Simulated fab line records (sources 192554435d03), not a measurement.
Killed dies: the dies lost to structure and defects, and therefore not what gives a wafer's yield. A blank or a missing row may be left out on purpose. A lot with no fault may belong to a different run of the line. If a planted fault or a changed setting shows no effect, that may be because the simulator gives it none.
Chamber matching -- flow n5_finfet -- N5_BEOL_M0_SAQP_ETCH_106 on rie_diel-03: 4 sister chambers
The step etches SOC in N2/H2, stops on SiNx, target depth 150 nm. 8 wafers are shown with their chamber, then 10 later ones without.

== WAFERS, EACH WITH ITS CHAMBER ==
wafer,chamber,throttle_valve_pct (%),drypump_motor_current_A (A)
L077.5,3,18.13,5.1
L079.1,3,18.14,5.2
L084.1,0,17.71,6.2
L084.6,2,17.62,6.0
L085.1,2,17.61,5.9
L085.4,1,17.68,5.3
L089.2,0,17.74,6.2
L089.3,1,17.68,5.4

== WAFERS MISSING THEIR CHAMBER ==
wafer,throttle_valve_pct (%),drypump_motor_current_A (A)
L089.6,17.67,5.2
L094.1,17.70,5.3
L094.2,17.67,5.9
L094.4,17.67,5.1
L096.1,17.75,6.2
L096.5,17.66,5.9
L096.6,17.71,5.4
L097.2,17.75,6.2
L097.3,17.72,5.3
L097.6,17.77,6.2

== THE CHAMBER EACH PASSED THROUGH ==
wafer,from the rows above,in truth
L089.6,1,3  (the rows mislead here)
L094.1,1,1
L094.2,2,2
L094.4,1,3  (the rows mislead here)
L096.1,0,0
L096.5,2,2
L096.6,1,1
L097.2,0,0
L097.3,1,1
L097.6,0,0
Correctly placed: 8 of 10. Can't be placed from these rows: 0. Placed wrongly: 2.
How it was worked out, from the rows above alone: a wafer's distance from a chamber is the root of the sum, over the readings, of the square of ((its reading less the chamber's mean) divided by the reading's scatter). If the next closest chamber is less than 2 further off than the closest, the wafer can't be placed; otherwise it belongs to the closest. Each chamber's mean is taken over the wafers shown for it. The scatter is the square root of a quotient: the sum, over the shown wafers, of each reading's squared deviation from its chamber's mean, divided by wafers minus chambers.
